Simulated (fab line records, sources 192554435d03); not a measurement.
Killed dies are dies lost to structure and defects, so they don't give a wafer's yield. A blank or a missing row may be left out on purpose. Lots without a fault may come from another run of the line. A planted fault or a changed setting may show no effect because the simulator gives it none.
Split-lot experiment | flow n5_finfet | 7 lots, 39 wafers read, on a route of 1938 steps

THE SPLIT
At N5_BEOL_M10_ILD_DEP_00 (deposits SiCOH lowk from DEMS/porogen, target thk 308.51 nm, time 58 s), the setting time_s was moved away from the recipe's 58 s on 18 of the 39 wafers read, by -57.4% to +53.2%. The other wafers ran this setting at the recipe's value.

FROM THE SPLIT TO THE READING: what the file shows between them, 1 step
- N5_BEOL_M10_CURE_71: cures SiCOH lowk, time 240 s

THE READING
M10_ILD_THK, in nm, at N5_BEOL_M10_THK_MEAS_01. Fault-free wafers of this fab line usually give 268 nm, standard deviation 4.2 nm.

wafer  | tool, chamber at the split | time_s as run, s | against the recipe | M10_ILD_THK, nm | against lot-mates on the recipe
L074.1 | pecvd-03, 1                | 88.87            | +53.2%             | 408             | +143
L074.2 | pecvd-03, 0                | 58               | recipe             | 263             | -
L074.3 | pecvd-03, 0                | 58               | recipe             | 265             | -
L074.4 | pecvd-03, 1                | 58               | recipe             | 268             | -
L074.5 | pecvd-03, 0                | 88.87            | +53.2%             | 411             | +146
L074.6 | pecvd-03, 1                | 88.87            | +53.2%             | 413             | +148
L081.1 | pecvd-03, 1                | 78.93            | +36.1%             | 369             | +101
L081.2 | pecvd-03, 2                | 78.93            | +36.1%             | 371             | +103
L081.3 | pecvd-03, 0                | 58               | recipe             | 263             | -
L081.4 | pecvd-03, 2                | 78.93            | +36.1%             | 379             | +111
L081.5 | pecvd-03, 0                | 58               | recipe             | 267             | -
L081.6 | pecvd-03, 1                | 58               | recipe             | 274             | -
L083.1 | pecvd-02, 2                | 58               | recipe             | 265             | -
L083.4 | pecvd-02, 2                | 58               | recipe             | 267             | -
L083.5 | pecvd-02, 1                | 58               | recipe             | 271             | -
L084.1 | pecvd-03, 2                | 58               | recipe             | 271             | -
L084.2 | pecvd-03, 1                | 74.31            | +28.1%             | 339             | +69
L084.3 | pecvd-03, 2                | 58               | recipe             | 271             | -
L084.4 | pecvd-03, 1                | 58               | recipe             | 268             | -
L084.5 | pecvd-03, 1                | 74.31            | +28.1%             | 344             | +74
L084.6 | pecvd-03, 2                | 74.31            | +28.1%             | 346             | +76
L085.1 | pecvd-02, 2                | 58               | recipe             | 268             | -
L085.2 | pecvd-02, 1                | 58               | recipe             | 266             | -
L085.3 | pecvd-02, 1                | 85.32            | +47.1%             | 399             | +130
L085.4 | pecvd-02, 2                | 85.32            | +47.1%             | 400             | +131
L085.5 | pecvd-02, 2                | 85.32            | +47.1%             | 401             | +132
L085.6 | pecvd-02, 1                | 58               | recipe             | 273             | -
L088.1 | pecvd-03, 1                | 58               | recipe             | 265             | -
L088.2 | pecvd-03, 2                | 24.69            | -57.4%             | 116             | -149
L088.3 | pecvd-03, 0                | 24.69            | -57.4%             | 111             | -154
L088.4 | pecvd-03, 0                | 58               | recipe             | 264             | -
L088.5 | pecvd-03, 1                | 58               | recipe             | 267             | -
L088.6 | pecvd-03, 2                | 24.69            | -57.4%             | 118             | -147
L091.1 | pecvd-02, 2                | 37               | -36.2%             | 171             | -96
L091.2 | pecvd-02, 1,0              | 37               | -36.2%             | 169             | -98
L091.3 | pecvd-02, 0                | 58               | recipe             | 261             | -
L091.4 | pecvd-02, 1                | 58               | recipe             | 269             | -
L091.5 | pecvd-02, 1,0              | 37               | -36.2%             | 169             | -98
L091.6 | pecvd-02, 2                | 58               | recipe             | 272             | -
Where a row lists several chambers, the file gives one row for several wafers and doesn't say which wafer went through which chamber.

THE FIT
A straight line over all 39 wafers: M10_ILD_THK changes by +2.72 nm for each +1% of time_s; r = +1.00; the points scatter about the line by 4 nm.
The same after taking each lot's own level away (the mean of its wafers on the recipe; 39 wafers): +2.71 nm for each +1%; r = +1.00; scatter 4 nm.
On that fit, the largest move of time_s shifts the reading by 1.6e+02 nm.
The lots' own levels span 265.3 to 270.0 nm, that is 1.1 times the standard deviation above.
So the lot-to-lot level changes the slope little: the two slopes agree.
Check: with one of the wafers moved furthest among these (-57.4%) left out of the fit, the line predicts -155 nm for it against its lot-mates. It came out at -149 nm against them.

THE WHOLE CHAIN: every reading that the file lists as answering this split, in the file's order
step                    | what it does                                                           | reading                                                                                   | change (the file's fit)              | r (the file's)
N5_BEOL_M10_ILD_DEP_00  | deposits SiCOH lowk from DEMS/porogen, target thk 308.51 nm, time 58 s | SiCOH_lowk_of_BEOL_M10_ILD_DEP_00.thk_nm (the simulator's own value, which no gauge read) | +3.07 nm for each +1% of the setting | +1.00
N5_BEOL_M10_CURE_71     | cures SiCOH lowk, time 240 s                                           | SiCOH_lowk_of_BEOL_M10_ILD_DEP_00.thk_nm (the simulator's own value, which no gauge read) | +2.71 nm for each +1% of the setting | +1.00
N5_BEOL_M10_THK_MEAS_01 |                                                                        | M10_ILD_THK                                                                               | +2.71 for each +1% of the setting    | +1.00

THE FILE'S OWN FIT
M10_ILD_THK changes by +2.71 nm for each +1% of time_s, r = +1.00.
